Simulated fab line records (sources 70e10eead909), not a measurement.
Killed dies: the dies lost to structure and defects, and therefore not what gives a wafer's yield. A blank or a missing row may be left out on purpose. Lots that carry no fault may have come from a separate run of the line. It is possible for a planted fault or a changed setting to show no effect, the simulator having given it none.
Chamber matching | flow nandHarc | 4 sister chambers for NHARC_A_STAIRCASE_ETCH_253 on rieDiel-04
The step etches the open film in C4F8/O2, target depth 50 nm, time 20.2 s. 22 wafers are shown with their chamber, then 11 later ones without.

## WAFERS PAIRED WITH THEIR CHAMBERS
wafer  | chamber | rfVppV (V) | oesProductAu (a.u.)
L078.3 | 0       | 894        | 0.931
L078.5 | 2       | 894        | 0.947
L078.6 | 1       | 905        | 0.943
L080.1 | 2       | 894        | 0.955
L080.2 | 0       | 893        | 0.965
L080.6 | 3       | 892        | 0.976
L084.1 | 2       | 894        | 0.965
L084.2 | 0       | 891        | 0.950
L084.3 | 3       | 890        | 0.964
L084.4 | 1       | 906        | 0.980
L084.5 | 2       | 892        | 0.958
L084.6 | 1       | 905        | 0.977
L085.2 | 2       | 893        | 0.978
L085.3 | 1       | 905        | 0.973
L085.6 | 0       | 891        | 0.984
L086.3 | 0       | 891        | 0.951
L086.4 | 1       | 904        | 0.958
L086.5 | 0       | 891        | 0.963
L091.1 | 1       | 904        | 0.945
L091.2 | 0       | 893        | 0.950
L091.3 | 2       | 894        | 0.916
L091.4 | 3       | 892        | 0.937

SIGNATURES, as means of the wafers listed above
reading      | chamber 0 | chamber 1 | chamber 2 | chamber 3 | scatter within a chamber
rfVppV       | 892.00    | 904.83    | 893.50    | 891.33    | 1.03
oesProductAu | 0.95629   | 0.96267   | 0.95317   | 0.95900   | 0.0182
Rule: for a wafer and a chamber, the distance is found by dividing, reading by reading, the gap between the wafer's reading and the chamber's mean by the reading's scatter, squaring, summing and taking the root. If the next closest chamber is less than 2 further off than the closest, the wafer can't be placed; otherwise it belongs to the closest. The scatter: take each reading less its chamber's mean, square it, sum over the shown wafers, divide by the number of wafers less the number of chambers, and take the root.

## WAFERS MISSING THEIR CHAMBER
wafer  | rfVppV (V) | oesProductAu (a.u.)
L091.5 | 905        | 0.943
L091.6 | 893        | 0.952
L092.1 | 892        | 0.964
L092.2 | 893        | 0.939
L092.4 | 893        | 0.981
L096.1 | 904        | 0.981
L096.2 | 893        | 0.965
L096.3 | 893        | 0.960
L096.4 | 889        | 0.961
L096.5 | 891        | 0.964
L096.6 | 893        | 0.971

## WHICH CHAMBER EACH ONE RAN IN
wafer  | from the rows above          | in truth
L091.5 | 1                            | 1
L091.6 | can't be placed: 2 or 0 or 3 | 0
L092.1 | can't be placed: 0 or 3 or 2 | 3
L092.2 | can't be placed: 2 or 0 or 3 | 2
L092.4 | can't be placed: 2 or 0 or 3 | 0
L096.1 | 1                            | 1
L096.2 | can't be placed: 2 or 0 or 3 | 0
L096.3 | can't be placed: 2 or 0 or 3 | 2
L096.4 | can't be placed: 3 or 0      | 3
L096.5 | can't be placed: 3 or 0      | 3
L096.6 | can't be placed: 2 or 0 or 3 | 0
Correct placement for 2 of the 11. Can't be placed from these rows: 9 (the true chamber is among the candidates in 9). Number placed wrongly: 0.
